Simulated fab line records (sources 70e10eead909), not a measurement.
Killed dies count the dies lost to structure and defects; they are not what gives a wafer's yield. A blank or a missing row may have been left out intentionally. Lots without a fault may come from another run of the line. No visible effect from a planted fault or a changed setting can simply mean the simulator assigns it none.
fab line records | flow nandHarc
record lots=24 wafers=72 lastDay=24
route steps=1159 shown A_CHANNEL_HOLE_D1@487 A_STAIRCASE@553
lots untouched by any fault: they come from a run of this same line in which no faults occurred
startH: hours from the record's first day to the start of the lot's first wafer shown | waitH: hours elapsed since this lot's preceding step | " same as the row above | L1.1+2: a single row standing in for several wafers | - either no value or no given start | * or withheld: withheld | < > ~ a bound
route shown NAME@n: a module of which the file shows steps, and the number in the route of the first | usual: mean and standard deviation over wafers with no fault | same: alike in all rows | chamber/n: place in a boat | sites: readings site by site | _std_site: the values' standard deviation | _edge_site: outer sites' mean less inner sites' | radiusMm: how far each site lies from the wafer's centre | mask NAME#n: copy n | behind: the most recent tool/chamber to have shaped the wafer | hold: cause of the lot's hold/its duration in hours/its outcome | device: the n, p or np transistor that did not switch | end of line: the same wafers' tests at the end of the route | a step given without rows: its recipe and nothing more | killed: the dies lost at the first sort to structure and to defects; this is not the yield of the wafer | map: the dies of a wafer, with x for killed, . for not killed, _ for no die there
set.NAME: the setting as run; set.NAME@STEP: as run at that earlier step | model.NAME: the simulator's own value behind a step, which no gauge read
a sample of lots followed through the steps of the route, with each step as a table and each wafer as a row
services: from which hour (startH, from the record's first day; less than 0 if before it) a tool's chamber was out of use, for how many hours, and why
## steps
# step NHARC_A_CHANNEL_HOLE_D1_CD_MEAS_30
# usual cdNm=89.7/1.7
# columns lot.wafer tool chamber startH waitH cdNm
L074.2 cdSem-03 - 190.84 - 89.0
L074.4 " - " " 86.9
L074.6 " - " " 89.2
L075.2 cdSem-01 - 191.33 - 93.9
L075.3 " - " " 91.5
L075.5 " - " " 93.3
L076.2 cdSem-01 - 195.03 - 88.3
L076.3 " - " " 89.6
L076.6 " - " " 89.0
L077.2 cdSem-02 - 203.05 - 91.3
L077.3 " - " " 88.2
L077.5 " - " " 89.9
L078.2 cdSem-01 - 203.83 - 86.2
L078.3 " - " " 88.9
L078.5 " - " " 86.4
L079.3 cdSem-01 - 207.22 - 89.4
L079.4 " - " " 87.9
L079.5 " - " " 87.0
L080.2 cdSem-02 - 207.96 - 88.7
L080.5 " - " " 88.4
L080.6 " - " " 89.0
L082.2 cdSem-02 - 218.93 - 90.0
L082.3 " - " " 89.3
L082.6 " - " " 89.2
L081.2 cdSem-02 - 219.14 - 88.8
L081.4 " - " " 89.5
L081.6 " - " " 86.6
L083.1 cdSem-02 - 241.56 - 92.1
L083.2 " - " " 91.8
L083.3 " - " " 92.6
L085.2 cdSem-01 - 244.41 - 89.8
L085.3 " - " " 89.0
L085.4 " - " " 90.1
L084.3 cdSem-03 - 245.72 - 89.5
L084.4 " - " " 89.0
L084.5 " - " " 89.7
L086.1 cdSem-02 - 257.16 - 89.8
L086.3 " - " " 89.6
L086.4 " - " " 88.3
L087.1 cdSem-02 - 258.42 - 91.5
L087.3 " - " " 91.0
L087.6 " - " " 89.6
L088.2 cdSem-03 - 261.31 - 89.7
L088.5 " - " " 89.9
L088.6 " - " " 90.3
L089.1 cdSem-03 - 275.79 - 87.8
L089.2 " - " " 88.3
L089.6 " - " " 87.2
L090.2 cdSem-02 - 276.25 - 89.0
L090.5 " - " " 92.9
L090.6 " - " " 93.3
L091.2 cdSem-02 - 285.46 - 89.3
L091.3 " - " " 92.8
L091.6 " - " " 89.5
L092.2 cdSem-03 - 287.22 - 93.4
L092.3 " - " " 89.7
L092.6 " - " " 89.9
L093.2 cdSem-01 - 297.15 - 89.2
L093.3 " - " " 89.7
L093.5 " - " " 88.3
L094.3 cdSem-01 - 297.80 - 90.6
L094.4 " - " " 88.8
L094.5 " - " " 90.1
L096.3 cdSem-01 - 312.75 - 88.9
L096.5 " - " " 91.3
L096.6 " - " " 88.6
L095.1 cdSem-03 - 316.91 - 88.0
L095.2 " - " " 92.6
L095.4 " - " " 91.5
L097.2 cdSem-01 - 326.23 - 89.4
L097.5 " - " " 90.8
L097.6 " - " " 92.0
# step NHARC_A_STAIRCASE_ETCH_17
# recipe targetDepthA=1000 timeS=40.5 ionEnergyEv=400 c4f8FlowSccm=20 o2FlowSccm=10 arFlowSccm=withheld rfW=600 biasW=1000 chemistry=C4F8/O2
# usual oesProductAu=0.941/0.012 rfVppV=897/6
# columns lot.wafer tool chamber startH waitH oesProductAu rfHoursCounterH rfVppV
L075.2 rieDiel-13 3 - - 0.947 51 888
L075.3 " 1 " " 0.951 43 898
L075.5 " 2 " " 0.946 - 889
L076.3 rieDiel-03 2 - - 0.929 8 901
L076.2 " 3 " " 0.931 6 907
L076.6 " 1 " " 0.948 - 898
L077.2 rieDiel-06 1 - - 0.949 1 892
L077.3 " 2 " " 0.953 0 905
L077.5 " 2 " " 0.960 - 905
L074.2 rieDiel-03 0 - - 0.902 8 895
L074.4 " 2 " " 0.922 9 900
L074.6 " 0 " " 0.917 - 895
L078.3 rieDiel-03 2 - - 0.923 13 902
L078.2 " 0 " " 0.926 11 896
L078.5 " 3 " " 0.921 - 907
L080.2 rieDiel-13 2 - - 0.975 52 888
L080.5 " 1 " " 0.943 - 897
L080.6 " 2 " " 0.958 - 887
L079.4 rieDiel-03 0 - - 0.928 13 894
L079.3 " 2 " " 0.952 15 901
L079.5 " 0 " " 0.926 - 894
L081.2 rieDiel-13 3 - - 0.946 62 886
L081.4 " 1 " " 0.959 55 897
L081.6 " 2 " " 0.933 - 888
L082.2 rieDiel-06 1 - - 0.941 11 893
L082.3 " 2 " " 0.939 11 906
L082.6 " 1 " " 0.945 - 894
L083.2 rieDiel-03 2 - - 0.926 28 900
L083.1 " 3 " " 0.930 27 904
L083.3 " 0 " " 0.919 27 895
L085.4 rieDiel-13 0 - - 0.951 4 901
L085.3 " 2 " " 0.955 3 887
L085.2 " 3 " " 0.948 5 905
L084.4 rieDiel-06 1 - - 0.950 21 893
L084.3 " 2 " " 0.941 19 905
L084.5 " 0 " " 0.922 - 890
L087.1 rieDiel-03 1 - - 0.933 33 898
L087.3 " 3 " " 0.915 31 905
L087.6 " 2 " " 0.926 - 900
L086.3 rieDiel-13 3 - - 0.947 7 906
L086.4 " 1 " " 0.935 6 898
L086.1 " 2 " " 0.942 5 888
L088.2 rieDiel-13 3 - - 0.958 10 906
L088.5 " 0 " " 0.946 - 899
L088.6 " 1 " " 0.945 - 898
L089.2 rieDiel-03 3 - - 0.942 38 904
L089.1 " 1 " " 0.944 41 898
L089.6 " 3 " " 0.934 - 906
L090.2 rieDiel-13 3 - - 0.953 14 905
L090.6 " 0 " " 0.952 - 900
L090.5 " 1 " " 0.944 - 897
L091.2 rieDiel-06 3 - - 0.944 33 889
L091.3 " 1 " " 0.959 34 891
L091.6 " 3 " " 0.943 - 889
L092.2 rieDiel-13 1 - - 0.956 17 898
L092.3 " 2 " " 0.946 14 887
L092.6 " 0 " " 0.961 - 900
L093.2 rieDiel-13 3 - - 0.943 22 906
L093.3 " 1 " " 0.946 20 896
L093.5 " 0 " " 0.951 - 899
L094.4 rieDiel-03 2 - - 0.930 48 899
L094.3 " 3 " " 0.936 45 905
L094.5 " 1 " " 0.931 - 898
L096.3 rieDiel-03 0 - - 0.951 51 895
L096.5 " 0 " " 0.947 - 893
L096.6 " 1 " " 0.946 - 899
L095.1 rieDiel-13 1 - - 0.948 27 896
L095.2 " 2 " " 0.930 24 888
L095.4 " 3 " " 0.943 28 904
L097.2 rieDiel-06 2 - - 0.948 52 905
L097.5 " 3 " " 0.941 - 890
L097.6 " 0 " " 0.929 - 890
# step NHARC_A_STAIRCASE_ETCH_27
# recipe targetDepthA=1000 timeS=40.5 ionEnergyEv=400 c4f8FlowSccm=20 o2FlowSccm=10 arFlowSccm=withheld rfW=600 biasW=1000 chemistry=C4F8/O2
# usual oesProductAu=0.943/0.0098 rfVppV=896/6.6
# columns lot.wafer tool chamber startH waitH oesProductAu rfHoursCounterH rfVppV
L075.3 rieDiel-13 2 - - 0.955 49 887
L075.2 " 3 " " 0.953 52 887
L075.5 " 3 " " 0.955 - 887
L076.2 rieDiel-03 0 - - 0.926 8 895
L076.3 " 2 " " 0.940 9 901
L076.6 " 0 " " 0.924 - 896
L077.2 rieDiel-13 1 - - 0.931 45 897
L077.3 " 3 " " 0.941 52 887
L077.5 " 1 " " 0.949 - 898
L074.2 rieDiel-06 2 - - 0.940 1 906
L074.4 " 0 " " 0.931 1 891
L074.6 " 1 " " 0.929 - 892
L078.2 rieDiel-03 0 - - 0.929 12 895
L078.3 " 2 " " 0.936 14 900
L078.5 " 0 " " 0.934 - 894
L080.2 rieDiel-06 3 - - 0.926 4 889
L080.5 " 3 " " 0.923 - 889
L080.6 " 0 " " 0.930 - 889
L079.3 rieDiel-03 0 - - 0.925 13 894
L079.4 " 3 " " 0.948 13 906
L079.5 " 0 " " 0.931 - 894
L081.2 rieDiel-13 0 - - 0.962 62 900
L081.4 " 1 " " 0.941 55 898
L081.6 " 3 " " 0.963 - 888
L082.2 rieDiel-06 2 - - 0.953 11 906
L082.3 " 3 " " 0.935 7 889
L082.6 " 0 " " 0.931 - 889
L083.2 rieDiel-06 0 - - 0.934 21 890
L083.1 " 2 " " 0.953 18 906
L083.3 " 3 " " 0.943 14 891
L085.3 rieDiel-13 3 - - 0.950 5 905
L085.2 " 0 " " 0.955 4 899
L085.4 " 1 " " 0.955 5 898
L084.3 rieDiel-13 1 - - 0.940 5 898
L084.4 " 2 " " 0.955 4 888
L084.5 " 1 " " 0.944 - 898
L087.1 rieDiel-06 0 - - 0.931 25 890
L087.3 " 1 " " 0.948 23 892
L087.6 " 0 " " 0.942 - 889
L086.3 rieDiel-13 1 - - 0.940 7 897
L086.1 " 2 " " 0.939 5 887
L086.4 " 0 " " 0.950 7 900
L088.2 rieDiel-13 3 - - 0.951 11 905
L088.6 " 0 " " 0.945 - 900
L088.5 " 1 " " 0.941 - 897
L089.2 rieDiel-06 3 - - 0.950 28 889
L089.1 " 0 " " 0.931 32 890
L089.6 " 3 " " 0.943 - 890
L090.2 rieDiel-13 0 - - 0.936 15 899
L090.5 " 1 " " 0.948 - 896
L090.6 " 2 " " 0.930 - 888
L091.2 rieDiel-13 2 - - 0.939 15 887
L091.3 " 1 " " 0.939 18 897
L091.6 " 2 " " 0.935 - 887
L092.2 rieDiel-13 2 - - 0.946 15 888
L092.3 " 0 " " 0.963 18 899
L092.6 " 1 " " 0.945 - 898
L093.3 rieDiel-13 0 - - 0.926 21 899
L093.2 " 1 " " 0.936 20 898
L093.5 " 3 " " 0.941 - 905
L094.3 rieDiel-03 1 - - 0.956 51 898
L094.4 " 2 " " 0.938 48 899
L094.5 " 0 " " 0.942 - 893
L096.3 rieDiel-13 3 - - 0.947 27 904
L096.6 " 2 " " 0.949 - 887
L096.5 " 3 " " 0.949 - 907
L095.4 rieDiel-13 2 - - 0.936 24 887
L095.1 " 0 " " 0.938 27 899
L095.2 " 1 " " 0.945 28 897
L097.2 rieDiel-06 3 - - 0.936 49 887
L097.5 " 2 " " 0.942 - 904
L097.6 " 3 " " 0.946 - 888
# step NHARC_A_STAIRCASE_ETCH_192
# recipe targetDepthA=1000 timeS=40.5 ionEnergyEv=400 c4f8FlowSccm=20 o2FlowSccm=10 arFlowSccm=withheld rfW=600 biasW=1000 chemistry=C4F8/O2
# usual oesProductAu=0.938/0.011 rfVppV=897/6
# columns lot.wafer tool chamber startH waitH oesProductAu rfHoursCounterH rfVppV
L075.3 rieDiel-03 2 - - 0.927 10 899
L075.2 " 3 " " 0.921 8 906
L075.5 " 2 " " 0.931 - 901
L076.3 rieDiel-03 1 - - 0.946 10 899
L076.2 " 3 " " 0.945 8 905
L076.6 " 1 " " 0.952 - 899
L077.2 rieDiel-03 3 - - 0.915 11 905
L077.3 " 2 " " 0.928 13 902
L077.5 " 0 " " 0.925 - 894
L074.4 rieDiel-03 0 - - 0.920 11 896
L074.2 " 2 " " 0.926 13 901
L074.6 " 1 " " 0.945 - 900
L078.3 rieDiel-06 2 - - 0.922 4 906
L078.2 " 3 " " 0.916 4 890
L078.5 " 1 " " 0.933 - 892
L080.2 rieDiel-03 0 - - 0.932 14 894
L080.5 " 3 " " 0.931 - 906
L080.6 " 0 " " 0.927 - 895
L079.3 rieDiel-06 0 - - 0.930 6 890
L079.4 " 2 " " 0.953 - 905
L079.5 " 1 " " 0.947 - 894
L081.4 rieDiel-06 2 - - 0.945 12 905
L081.2 " 3 " " 0.949 8 890
L081.6 " 1 " " 0.931 - 892
L082.2 rieDiel-03 2 - - 0.917 21 901
L082.3 " 3 " " 0.929 19 906
L082.6 " 3 " " 0.937 - 908
L083.1 rieDiel-13 3 - - 0.950 4 906
L083.3 " 0 " " 0.945 3 900
L083.2 " 1 " " 0.941 3 898
L085.2 rieDiel-06 0 - - 0.927 23 890
L085.4 " 1 " " 0.950 21 891
L085.3 " 2 " " 0.961 19 905
L084.4 rieDiel-03 2 - - 0.947 31 900
L084.3 " 0 " " 0.932 31 894
L084.5 " 2 " " 0.947 - 900
L086.3 rieDiel-13 0 - - 0.939 8 900
L086.1 " 2 " " 0.943 8 887
L086.4 " 3 " " 0.944 10 906
L087.3 rieDiel-06 3 - - 0.934 21 891
L087.1 " 1 " " 0.953 25 893
L087.6 " 2 " " 0.941 - 905
L088.2 rieDiel-06 0 - - 0.925 29 888
L088.6 " 0 " " 0.920 - 889
L088.5 " 1 " " 0.945 - 892
L089.1 rieDiel-13 2 - - 0.933 12 888
L089.2 " 0 " " 0.918 16 900
L089.6 " 2 " " 0.927 - 887
L090.2 rieDiel-13 1 - - 0.951 15 898
L090.6 " 0 " " 0.936 - 900
L090.5 " 1 " " 0.952 - 898
L091.3 rieDiel-13 0 - - 0.948 18 900
L091.2 " 1 " " 0.939 18 897
L091.6 " 3 " " 0.941 - 905
L092.2 rieDiel-13 1 - - 0.938 18 897
L092.3 " 3 " " 0.951 21 906
L092.6 " 1 " " 0.939 - 899
L093.2 rieDiel-13 0 - - 0.941 22 899
L093.3 " 1 " " 0.925 21 898
L093.5 " 1 " " 0.951 - 896
L094.4 rieDiel-06 0 - - 0.923 44 888
L094.3 " 1 " " 0.942 41 891
L094.5 " 3 " " 0.930 - 888
L096.3 rieDiel-03 1 - - 0.954 55 898
L096.6 " 1 " " 0.946 - 898
L096.5 " 2 " " 0.957 - 899
L095.1 rieDiel-13 1 - - 0.950 28 897
L095.4 " 3 " " 0.957 29 905
L095.2 " 0 " " 0.941 28 900
L097.2 rieDiel-13 0 - - 0.942 33 900
L097.5 " 3 " " 0.939 - 904
L097.6 " 0 " " 0.943 - 898
# step NHARC_A_STAIRCASE_ETCH_203
# recipe targetDepthA=1000 timeS=40.5 ionEnergyEv=400 c4f8FlowSccm=20 o2FlowSccm=10 arFlowSccm=withheld rfW=600 biasW=1000 chemistry=C4F8/O2
# usual oesProductAu=0.939/0.013 rfVppV=896/6.9
# columns lot.wafer tool chamber startH waitH oesProductAu rfHoursCounterH rfVppV
L075.2 rieDiel-03 3 - - 0.912 9 906
L075.3 " 0 " " 0.921 9 894
L075.5 " 3 " " 0.922 - 904
L076.2 rieDiel-13 2 - - 0.945 51 887
L076.3 " 3 " " 0.951 54 887
L076.6 " 2 " " 0.938 - 888
L077.3 rieDiel-13 1 - - 0.942 48 898
L077.2 " 3 " " 0.947 55 885
L077.5 " 2 " " 0.934 - 889
L074.4 rieDiel-06 0 - - 0.927 5 888
L074.2 " 3 " " 0.939 3 890
L074.6 " 0 " " 0.925 - 891
L078.2 rieDiel-06 2 - - 0.942 5 906
L078.3 " 3 " " 0.938 5 889
L078.5 " 3 " " 0.925 - 890
L080.2 rieDiel-03 1 - - 0.951 17 899
L080.5 " 2 " " 0.937 - 900
L080.6 " 3 " " 0.945 - 906
L079.3 rieDiel-13 3 - - 0.949 57 886
L079.4 " 1 " " 0.942 51 897
L079.5 " 3 " " 0.965 - 887
L082.3 rieDiel-03 3 - - 0.926 20 906
L082.2 " 0 " " 0.923 22 893
L082.6 " 3 " " 0.919 - 907
L081.2 rieDiel-06 0 - - 0.916 15 889
L081.4 " 1 " " 0.931 15 893
L081.6 " 3 " " 0.928 - 888
L083.2 rieDiel-06 0 - - 0.909 22 890
L083.1 " 1 " " 0.934 20 891
L083.3 " 2 " " 0.931 18 905
L085.3 rieDiel-03 3 - - 0.940 30 906
L085.4 " 0 " " 0.937 31 893
L085.2 " 1 " " 0.960 32 897
L084.3 rieDiel-13 3 - - 0.932 7 906
L084.4 " 1 " " 0.928 6 897
L084.5 " 0 " " 0.922 - 899
L086.4 rieDiel-06 1 - - 0.958 25 892
L086.3 " 3 " " 0.943 22 890
L086.1 " 0 " " 0.934 27 890
L087.3 rieDiel-03 3 - - 0.941 34 906
L087.1 " 0 " " 0.939 36 894
L087.6 " 0 " " 0.949 - 894
L088.2 rieDiel-06 0 - - 0.937 29 890
L088.5 " 3 " " 0.937 - 890
L088.6 " 0 " " 0.933 - 888
L089.2 rieDiel-06 3 - - 0.932 31 891
L089.1 " 1 " " 0.957 32 892
L089.6 " 2 " " 0.937 - 905
L090.2 rieDiel-06 3 - - 0.959 32 890
L090.5 " 1 " " 0.957 - 893
L090.6 " 2 " " 0.963 - 907
L091.2 rieDiel-03 0 - - 0.917 46 894
L091.3 " 3 " " 0.912 44 905
L091.6 " 0 " " 0.915 - 894
L092.3 rieDiel-13 2 - - 0.942 17 889
L092.2 " 1 " " 0.936 19 898
L092.6 " 3 " " 0.950 - 906
L093.3 rieDiel-13 2 - - 0.937 19 887
L093.2 " 1 " " 0.961 21 897
L093.5 " 3 " " 0.938 - 904
L094.3 rieDiel-06 0 - - 0.924 44 888
L094.4 " 1 " " 0.940 41 892
L094.5 " 3 " " 0.944 - 888
L096.3 rieDiel-06 3 - - 0.940 45 889
L096.5 " 3 " " 0.941 - 888
L096.6 " 0 " " 0.930 - 890
L095.2 rieDiel-06 1 - - 0.933 47 893
L095.1 " 3 " " 0.945 46 890
L095.4 " 0 " " 0.933 50 889
L097.2 rieDiel-06 3 - - 0.937 49 888
L097.5 " 1 " " 0.955 - 893
L097.6 " 2 " " 0.950 - 905
# step NHARC_A_STAIRCASE_TRIM_222
# recipe timeS=211.2 o2FlowSccm=500 arFlowSccm=0 biasW=0 chemistry=O2
# usual drypumpMotorCurrentA=5.6/0.41 oesProductAu=1.000/0.01 rfVppV=57.9/0.96 showerheadPlenumPTorr=3.55/0.18 throttleValvePct=17.036/0.0089
# columns lot.wafer tool chamber startH waitH drypumpMotorCurrentA oesProductAu rfHoursCounterH rfVppV showerheadPlenumPTorr throttleValvePct
L075.3 rieDiel-06 3 - - 6.1 0.990 2 56.0 3.36 17.033
L075.2 " 1 " " 5.0 0.993 4 57.4 3.44 17.034
L075.5 " 0 " " 5.7 0.978 - 56.3 3.36 17.037
L076.2 rieDiel-03 3 - - 5.5 0.988 12 59.6 3.80 17.033
L076.3 " 2 " " 4.7 0.991 14 58.3 3.65 17.022
L076.6 " 3 " " 5.5 0.987 - 58.1 3.80 17.040
L077.3 rieDiel-13 2 - - 5.5 1.017 53 56.6 3.31 17.037
L077.2 " 1 " " 5.5 1.013 49 58.0 3.57 17.018
L077.5 " 2 " " 5.5 1.011 - 57.7 3.31 17.045
L074.4 rieDiel-03 0 - - 5.5 0.992 13 57.5 3.48 17.025
L074.2 " 2 " " 4.7 1.000 16 58.4 3.65 17.032
L074.6 " 0 " " 5.5 0.980 - 58.6 3.48 17.050
L078.2 rieDiel-03 3 - - 5.5 0.986 14 59.6 3.80 17.041
L078.3 " 2 " " 4.7 0.986 17 58.8 3.65 17.027
L078.5 " 3 " " 5.5 1.000 - 57.8 3.80 17.023
L080.2 rieDiel-06 2 - - 5.5 1.005 8 59.3 3.80 17.038
L080.5 " 0 " " 5.7 0.994 - 57.0 3.36 17.014
L080.6 " 1 " " 5.0 1.001 - 57.6 3.44 17.051
L079.3 rieDiel-13 3 - - 5.8 1.027 61 56.8 3.28 17.017
L079.4 " 2 " " 5.5 1.010 57 59.4 3.31 17.042
L079.5 " 3 " " 5.8 1.009 - 57.1 3.28 17.047
L082.3 rieDiel-06 1 - - 5.0 1.009 15 58.8 3.43 17.041
L082.2 " 3 " " 6.1 0.992 10 56.0 3.35 17.045
L082.6 " 2 " " 5.5 1.009 - 59.6 3.80 17.039
L081.2 rieDiel-03 3 - - 5.5 0.979 22 58.4 3.80 17.043
L081.4 " 0 " " 5.5 0.983 23 56.8 3.48 17.036
L081.6 " 0 " " 5.5 0.989 - 56.2 3.48 17.036
L083.1 rieDiel-03 2 - - 4.7 0.996 30 56.0 3.64 17.023
L083.2 " 3 " " 5.5 0.992 29 59.1 3.79 17.051
L083.3 " 0 " " 5.5 0.973 29 58.1 3.48 17.022
L085.3 rieDiel-06 0 - - 5.7 0.989 23 56.9 3.35 17.048
L085.2 " 1 " " 5.0 1.002 22 56.1 3.43 17.034
L085.4 " 2 " " 5.6 1.009 20 58.3 3.80 17.039
L084.4 rieDiel-03 2 - - 4.7 0.996 33 58.5 3.64 17.046
L084.3 " 3 " " 5.5 0.992 32 57.4 3.79 17.013
L084.5 " 1 " " 6.3 1.003 - 58.1 3.60 17.061
L086.3 rieDiel-13 3 - - 5.8 1.002 11 59.6 3.80 17.029
L086.1 " 0 " " 5.4 1.004 9 58.9 3.63 17.037
L086.4 " 0 " " 5.4 1.002 - 57.8 3.63 17.046
L087.3 rieDiel-06 3 - - 6.1 0.994 22 56.8 3.35 17.043
L087.1 " 1 " " 5.0 1.000 27 57.6 3.43 17.050
L087.6 " 2 " " 5.6 1.013 - 57.6 3.79 17.018
L088.2 rieDiel-03 2 - - 4.7 0.994 36 56.9 3.64 17.036
L088.6 " 1 " " 6.3 1.015 - 58.8 3.60 17.048
L088.5 " 2 " " 4.7 0.992 - 58.5 3.64 17.034
L089.2 rieDiel-13 3 - - 5.8 0.990 18 58.0 3.80 17.038
L089.1 " 1 " " 5.4 0.994 16 59.2 3.56 17.038
L089.6 " 3 " " 5.8 0.993 - 57.9 3.80 17.031
L090.2 rieDiel-06 2 - - 5.6 1.005 34 58.2 3.79 17.018
L090.5 " 0 " " 5.7 0.995 - 58.0 3.35 17.027
L090.6 " 1 " " 5.0 1.005 - 57.6 3.42 17.048
L091.2 rieDiel-06 3 - - 6.1 1.000 37 57.4 3.34 17.035
L091.3 " 1 " " 5.0 1.012 38 57.7 3.42 17.040
L091.6 " 3 " " 6.1 0.999 - 57.7 3.34 17.039
L092.2 rieDiel-03 3 - - 5.5 0.988 45 57.4 3.78 17.045
L092.3 " 2 " " 4.7 0.994 47 60.0 3.63 17.044
L092.6 " 3 " " 5.5 0.976 - 59.2 3.78 17.052
L093.2 rieDiel-06 0 - - 5.7 0.995 45 57.8 3.34 17.031
L093.3 " 1 " " 5.0 1.010 41 57.7 3.42 17.049
L093.5 " 2 " " 5.6 0.999 - 59.1 3.78 17.042
L094.4 rieDiel-13 0 - - 5.4 1.002 22 57.5 3.63 17.034
L094.3 " 2 " " 5.5 1.002 19 57.9 3.30 17.036
L094.5 " 3 " " 5.8 1.004 - 58.2 3.79 17.032
L096.3 rieDiel-06 3 - - 6.1 0.993 45 57.1 3.33 17.040
L096.5 " 2 " " 5.6 1.000 - 59.1 3.78 17.035
L096.6 " 3 " " 6.1 1.005 - 56.8 3.33 17.038
L095.4 rieDiel-13 2 - - 5.5 1.005 27 57.0 3.29 17.037
L095.1 " 3 " " 5.8 1.001 32 57.9 3.79 17.047
L095.2 " 0 " " 5.4 0.999 31 57.8 3.62 17.037
L097.2 rieDiel-06 1 - - 5.0 1.007 52 56.4 3.41 17.028
L097.5 " 1 " " 5.0 1.003 - 56.7 3.41 17.034
L097.6 " 2 " " 5.6 0.998 - 59.5 3.78 17.039
## services
# columns tool chamber startH hours kind
rieDiel-13 0 230.89 - clean
rieDiel-13 1 230.89 - clean
rieDiel-13 2 230.89 - clean
rieDiel-13 3 230.89 - clean
rieDiel-06 - 241.51 9.0 pm
rieDiel-13 0 255.39 - clean
rieDiel-13 1 255.39 - clean
rieDiel-13 2 255.39 - clean
rieDiel-13 3 255.39 - clean
rieDiel-06 3 263.77 7.5 repair
rieDiel-13 - 270.66 0.1 repair
rieDiel-13 0 276.05 9.0 ventCycle
rieDiel-13 1 276.05 9.0 ventCycle
rieDiel-13 3 276.05 9.0 ventCycle
rieDiel-13 0 285.05 - clean
rieDiel-13 1 285.05 - clean
rieDiel-13 2 285.05 - clean
rieDiel-13 3 285.05 - clean
rieDiel-06 2 288.44 2.8 repair
rieDiel-13 2 288.70 9.7 repair
rieDiel-13 2 316.71 5.8 repair
rieDiel-13 - 339.31 0.8 repair
rieDiel-03 1 370.70 3.7 repair
rieDiel-03 2 373.90 5.3 repair
## key
fault none
